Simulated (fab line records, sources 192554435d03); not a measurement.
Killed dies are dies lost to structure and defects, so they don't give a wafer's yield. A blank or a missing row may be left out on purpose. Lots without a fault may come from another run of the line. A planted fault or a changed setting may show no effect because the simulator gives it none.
A struck lot beside a sound one | flow n5_finfet | 17 steps out of a route of 1938
Sound: wafers L386.2, L386.3, L386.5. Struck: wafers L394.4, L394.5, L394.6. The cause comes at the end.
At each step with rows: each side's tool, then ch and its chambers, then its first start. Under that, the readings that differ: sound wafers | struck wafers | difference of the means | sigmas: that difference in standard deviations of wafers without a fault.
alike: readings whose means differ by less than 2 such deviations, and words and numbers that are the same on both sides. not compared: withheld readings, readings that some wafer has no value for, bounds like >300 that may hide the same value, and numbers for which the record gives no deviation and whose values overlap.
The two part at a step that has a row with sigmas, a row that says differs or no value, or rows on one side only. Numbers that don't overlap but have no deviation are shown without sigmas and don't part them. A reading that every wafer of one side lacks parts them only if that side has two wafers or more.

first, 4 steps without rows for these wafers: N5_BEOL_M7_HM_STRIP_39 (strips TiN in peroxide tin strip, target depth 25 nm, time 158 s); N5_BEOL_M7_SRD_40 (time 30 s); N5_BEOL_M7_PRECLEAN_42 (cleans in residue remover, time 60 s); N5_BEOL_M7_SRD_43 (time 30 s).
N5_BEOL_M7_CD_MEAS_35: target cd 40 nm.
  sound on cd_sem-01, day 8 23:16; struck on cd_sem-03, day 11 03:54
  alike: cd_nm
N5_BEOL_M7_CURE_75: cures SiCOH lowk, time 120 s.
  sound on uv_cure-01 ch 1, day 8 23:22; struck on uv_cure-03 ch 1, day 11 04:10
  alike: lamp_power_pct, wafer_temp_C_max
then, 1 step without rows for these wafers: N5_BEOL_M7_DEGAS_44 (time 60 s).
N5_BEOL_M7_PRE_CLEAN_45: time 30 s.
  sound on pvd_sputter-02, day 9 00:01; struck on pvd_sputter-03, day 11 06:20
  alike: heater_power_w
N5_BEOL_M7_ALD_77: deposits TaN, target thk 2 nm, pulse time 2 s, purge time 3 s.
  sound on ald_metal-03 ch 0,2,3, day 9 00:07; struck on ald_metal-04 ch 0,3, day 11 06:26
  alike: chamber_pressure_Torr, heater_power_outer_w, heater_power_w
N5_BEOL_M7_SURFACE_TREAT_79:
  sound on pvd_sputter-02, day 9 00:30; struck on pvd_sputter-01, day 11 06:44
  not compared: throttle_valve_pct
then, 1 step without rows for these wafers: N5_BEOL_M7_CVD_78 (deposits Co from CCTBA/H2, target thk 2 nm, time 142.3 s).
N5_BEOL_M7_SPUTTER_48: material Cu, target thk 10 nm, time 1.667 s.
  sound on pvd_sputter-01, day 9 00:50; struck on pvd_sputter-03, day 11 06:58
  alike: substrate_temp_c, throttle_valve_pct
N5_BEOL_M7_ECD_50: material Cu, target thk 300 nm.
  sound on ecd_cu-02 ch 0,1, day 9 00:57; struck on ecd_cu-01 ch 0,1, day 11 07:06
  reading                                | sound           | struck            | difference | sigmas
  model.Cu_of_BEOL_M7_ECD_50.thk_nm (nm) | 299.2 302.2 303 | 224.6 219.8 227.2 | -77.6      |
then, 1 step without rows for these wafers: N5_BEOL_M7_ANNEAL_51 (time 90 s).
N5_BEOL_M7_CMP_52: polishes, stops on SiCOH lowk, t overpolish 6.9 s, target thk 80 nm.
  sound on cmp-01 ch 0,2,3, day 9 01:26; struck on cmp-04 ch 1,2,3, day 11 07:32
  reading                | sound    | struck   | difference | sigmas
  time_to_endpoint_s (s) | 63 59 64 | 50 48 50 | -13        | -4
  alike: clearing_platen_down_force_psi, motor_current_A, slurry_flow_ml_min
N5_BEOL_M7_THK_MEAS_53: measures by xrf.
  sound on film_metro-01, day 9 01:44; struck on film_metro-01, day 11 07:46
  alike: M7_THK
-- the record jumps here: 3 days lie between the struck wafers' starts before and after (it left off in module BEOL_M7 and takes up again in module PASSIVATION, whose first step shown is number 1936 of the route) --
N5_PASSIVATION_PROBE_49:
  sound on prober-01, day 11 21:04; struck on prober-02, day 14 08:12
  alike: defect_limited_yield, killed_at_M0_to_M3, killed_at_M4_up, killed_at_contacts, killed_at_front_end, killed_at_other, killed_dies, killed_open, killed_short, sort_bin_5_function, sort_bin_6_memory, sort_n_pass, sort_yield_pct

WHERE THEY PART
Only at N5_BEOL_M7_CMP_52, within this record. Later steps at which nothing parts them and some readings are alike: N5_BEOL_M7_THK_MEAS_53, N5_PASSIVATION_PROBE_49.

WHY: what the simulator had put in
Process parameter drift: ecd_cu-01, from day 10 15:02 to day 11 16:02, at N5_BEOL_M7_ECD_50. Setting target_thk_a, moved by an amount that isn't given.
